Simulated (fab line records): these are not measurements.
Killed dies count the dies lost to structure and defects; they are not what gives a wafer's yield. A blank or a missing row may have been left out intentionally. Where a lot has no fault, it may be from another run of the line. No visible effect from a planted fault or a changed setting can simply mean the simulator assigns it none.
Split-lot experiment -- flow n5_finfet -- 39 wafers read from 7 lots, route of 1938 steps

ABOUT THE SPLIT
At N5_BEOL_M0_SAQP_ETCH_106 (etches SOC in N2/H2, stops on SiNx, target depth 150 nm), the setting target_depth_a was moved away from the recipe's 1500 angstrom on 18 of the 39 wafers read, by -45.5% to +59.5%. The other wafers ran this setting at the recipe's value.

The split's own step is where the reading is taken.

THE READING
SOC_of_BEOL_M0_SAQP_COAT_105.thk_nm (the simulator's own value, which no gauge read), in nm, at N5_BEOL_M0_SAQP_ETCH_106 (etches SOC in N2/H2, stops on SiNx, target depth 150 nm). There is no usual value for it anywhere in the file. Here, 21 wafers ran the recipe; their average is 24.4 nm with a standard deviation of 1.5 nm.

wafer,"tool, chamber at the split","target_depth_a as run, angstrom",against the recipe,"SOC_of_BEOL_M0_SAQP_COAT_105.thk_nm, nm",against lot-mates on the recipe
L078.1,"rie_diel-02, 3",1500,recipe,24.8,-
L078.2,"rie_diel-02, 1",1172,-21.9%,41.8,+16.3
L078.3,"rie_diel-02, 2",1172,-21.9%,42.6,+17.1
L078.4,"rie_diel-02, 0",1172,-21.9%,41,+15.5
L078.5,"rie_diel-02, 3",1500,recipe,25.6,-
L078.6,"rie_diel-02, 2",1500,recipe,26.2,-
L079.1,"rie_diel-03, 2",1500,recipe,25.2,-
L079.2,"rie_diel-03, 0,1,3",2239,+49.3%,0,-24.5
L079.3,"rie_diel-03, 0,1,3",2239,+49.3%,0,-24.5
L079.4,"rie_diel-03, 0,1,3",2239,+49.3%,0,-24.5
L079.5,"rie_diel-03, 1",1500,recipe,24.6,-
L079.6,"rie_diel-03, 0",1500,recipe,23.8,-
L081.1,"rie_diel-04, 3",816.9,-45.5%,57.2,+35.1
L081.2,"rie_diel-04, 0",816.9,-45.5%,56.6,+34.5
L081.3,"rie_diel-04, 2",1500,recipe,22.2,-
L081.4,"rie_diel-04, 1",1500,recipe,23.4,-
L081.5,"rie_diel-04, 0",1500,recipe,20.6,-
L081.6,"rie_diel-04, 3",816.9,-45.5%,57.4,+35.3
L082.1,"rie_diel-02, 3",1500,recipe,25,-
L082.2,"rie_diel-02, 0",1939,+29.3%,2.2,-23.4
L082.3,"rie_diel-02, 1",1500,recipe,26,-
L082.4,"rie_diel-02, 2",1500,recipe,25.8,-
L082.5,"rie_diel-02, 1",1939,+29.3%,4,-21.6
L082.6,"rie_diel-02, 0",1939,+29.3%,1.6,-24.0
L084.1,"rie_diel-02, 1",1500,recipe,25.2,-
L084.2,"rie_diel-02, 0,3",1500,recipe,24.4,-
L084.4,"rie_diel-02, 0,3",1500,recipe,24.4,-
L084.3,"rie_diel-02, 2",1737,+15.8%,14,-10.7
L084.5,"rie_diel-02, 1",1737,+15.8%,13.4,-11.3
L084.6,"rie_diel-02, 2",1737,+15.8%,14.8,-9.9
L085.1,"rie_diel-04, 2",1500,recipe,24.2,-
L085.2,"rie_diel-04, 0,1,0",2392,+59.5%,0,-22.9
L085.3,"rie_diel-04, 0,1,0",2392,+59.5%,0,-22.9
L085.5,"rie_diel-04, 0,1,0",2392,+59.5%,0,-22.9
L085.4,"rie_diel-04, 3",1500,recipe,22.4,-
L085.6,"rie_diel-04, 3",1500,recipe,22,-
L093.3,"rie_diel-02, 1",1500,recipe,27.2,-
L093.4,"rie_diel-02, 0",1500,recipe,25,-
L093.5,"rie_diel-02, 0",1500,recipe,25.2,-
The file does not say which wafer passed through which chamber wherever a row lists several chambers: such a row stands for several wafers.

THE FIT
A straight line over all 39 wafers: SOC_of_BEOL_M0_SAQP_COAT_105.thk_nm changes by -0.566 nm for each +1% of target_depth_a; r = -0.97; the points scatter about the line by 4 nm.
The same after taking each lot's own level away (the mean of its wafers on the recipe; 39 wafers): -0.57 nm for each +1%; r = -0.96; scatter 4.5 nm.
On that fit, the largest move of target_depth_a shifts the reading by 34 nm.
From 22.07 to 25.80 nm: that is the span of the lots' own levels, equal to 2.4 times the standard deviation above.
So the lot-to-lot level changes the slope little: the two slopes agree.
Check: -33.8 nm against its lot-mates is what the line predicts for one of the wafers moved furthest among these (+59.5%) when that wafer is left out of the fit. It came out at -22.9 nm against them.

THESE WAFERS: OTHER SPLITS
Other splits were also applied to these wafers ahead of the reading. Each is held against what the fit with the lots' levels taken away leaves over:
other split on the same wafers,wafers away from the commonest value,r with SOC_of_BEOL_M0_SAQP_COAT_105.thk_nm (lot level and that fit taken away)
N5_PMOS_HMC_CHANNEL_EPI_DEVELOP_08 develop_time_s,15,+0.35
N5_DUMMY_GATE_DESCUM_20 time_s,9,+0.33
N5_SD_EPI_N_DESCUM_14 time_s,18,-0.01
N5_HKMG_FIN_ETCH_86 target_depth_a,15,+0.12

THE WHOLE CHAIN: every reading that the file lists as answering this split, in the file's order
step,what it does,reading,change (the file's fit),r (the file's)
N5_BEOL_M0_SAQP_ETCH_106,"etches SOC in N2/H2, stops on SiNx, target depth 150 nm","SOC_of_BEOL_M0_SAQP_COAT_105.thk_nm (the simulator's own value, which no gauge read)",-0.557 nm for each +1% of the setting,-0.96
N5_BEOL_M0_SAQP_ETCH_107,"etches SiNx in CH3F/O2, target depth 30 nm","SOC_of_BEOL_M0_SAQP_COAT_105.thk_nm (the simulator's own value, which no gauge read)","not straight: 45.8 at the lowest setting, 13.54 at the recipe, 0 at the highest",not given

FILE'S OWN FIT
SOC_of_BEOL_M0_SAQP_COAT_105.thk_nm changes by -0.557 nm for each +1% of target_depth_a, r = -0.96.
